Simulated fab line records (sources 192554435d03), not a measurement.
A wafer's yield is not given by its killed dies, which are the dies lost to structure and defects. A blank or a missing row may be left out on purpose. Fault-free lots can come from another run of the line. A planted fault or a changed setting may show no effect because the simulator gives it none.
A lot that was struck, set against a sound lot ; flow n5Finfet ; 15 steps out of a route of 1938
Sound: these wafers, L260.2, L260.3, L260.5. Wafers L273.3, L273.4, L273.6 were the ones struck. At the end, the cause is stated.
Each step with rows lists, per side, the tool, then ch with its chambers, then its first start. Under that, the readings that differ: sound wafers ; struck wafers ; difference of the means ; sigmas: that difference in standard deviations of wafers without a fault.
alike: words and numbers the same on both sides, and readings whose means are apart by under 2 such deviations; not compared: readings that were withheld, readings missing a value for some wafer, numbers with overlapping values and no deviation given by the record, and bounds like >300 which may hide the same value.
The two part at a step that has a row with sigmas, a row that says differs or no value, or rows on one side only. Numbers that have no deviation but don't overlap get no sigmas and don't part them. Lack of a reading on every wafer of one side parts them only where that side has two or more wafers.

N5_BEOL_M9_ETCH_62: etches SOC in N2/H2, target depth 110 nm, overetch 22 nm, time 165 s.
  sound on rieDiel-05 ch 2,3, day 9 15:03; struck on rieDiel-02 ch 0,1,2, day 13 05:47
reading;sound;struck;difference;sigmas
showerheadPlenumPTorr (Torr);2.41 2.42 2.42;2.56 2.57 2.64;+0.17;+2
  alike: chamberPressureMTorr, drypumpMotorCurrentA, oesProductAu, rfVppV, throttleValvePct
  not compared: rfHoursCounterH
then, 1 step without rows for these wafers: N5_BEOL_M9_STRIP_68 (strips in N2/H2).
N5_BEOL_M9_STRIP_67: strips in CF4.
  sound on rieDiel-05 ch 2,3, day 9 15:12; struck on rieDiel-02 ch 0,1,2, day 13 05:56
  alike: chamberPressureMTorr, drypumpMotorCurrentA, oesProductAu, rfVppV, showerheadPlenumPTorr, throttleValvePct
  not compared: rfHoursCounterH
N5_BEOL_M9_HM_OPEN_17: chemistry Cl2/BCl3, target TiN, target depth 20 nm, overetch 6 nm.
  sound on rieMetal-02 ch 0, day 9 15:14; struck on rieMetal-01 ch 0,1, day 13 06:00
  alike: chamberPressureMTorr, drypumpMotorCurrentA, mfcArSccm, oesProductAu, throttleValvePct
  not compared: rfHoursCounterH
N5_BEOL_M9_STRIP_19: strips in O2.
  sound on rieDiel-04 ch 0,1, day 9 15:26; struck on rieDiel-05 ch 0,2, day 13 06:05
reading;sound;struck;difference;sigmas
showerheadPlenumPTorr (Torr);2.20 2.19 2.19;2.00 2.15 2.00;-0.14;-2
  alike: chamberPressureMTorr, drypumpMotorCurrentA, oesProductAu, rfVppV, throttleValvePct
  not compared: rfHoursCounterH
N5_BEOL_M9_CD_MEAS_18: pitch 140 nm, target cd 70 nm.
  sound on cdSem-03, day 9 15:31; struck on cdSem-01, day 13 06:09
  alike: cdNm
then, 6 steps without rows for these wafers: N5_BEOL_M9_COAT_63 (time 60 s, resist thk 60 nm); N5_BEOL_M9_COAT_64 (time 60 s, resist thk 12 nm); N5_BEOL_M9_COAT_75 (time 60 s, resist thk 5 nm); N5_BEOL_M9_COAT_22 (resist thk 30 nm); N5_BEOL_M9_EBR_24; N5_BEOL_M9_SOFTBAKE_23 (time 60 s).
N5_BEOL_M9_EXPOSE_25: exposes mask V8.
  sound on euvScanner-01 ch 0, day 9 16:48; struck on euvScanner-01 ch 0, day 13 07:37
reading;sound;struck;difference;sigmas
exposureDoseMJCm2;37.31 37.27 37.27;38.37 38.37 38.32;+1.07;+21
  alike: mask
then, 2 steps without rows for these wafers: N5_BEOL_M9_PEB_26 (peb time 60 s); N5_PASSIVATION_PROBE_49.

WHERE THEY PART
Last at N5_BEOL_M9_EXPOSE_25 as far as this record goes, first at N5_BEOL_M9_ETCH_62.

WHY: what had been put in by the simulator
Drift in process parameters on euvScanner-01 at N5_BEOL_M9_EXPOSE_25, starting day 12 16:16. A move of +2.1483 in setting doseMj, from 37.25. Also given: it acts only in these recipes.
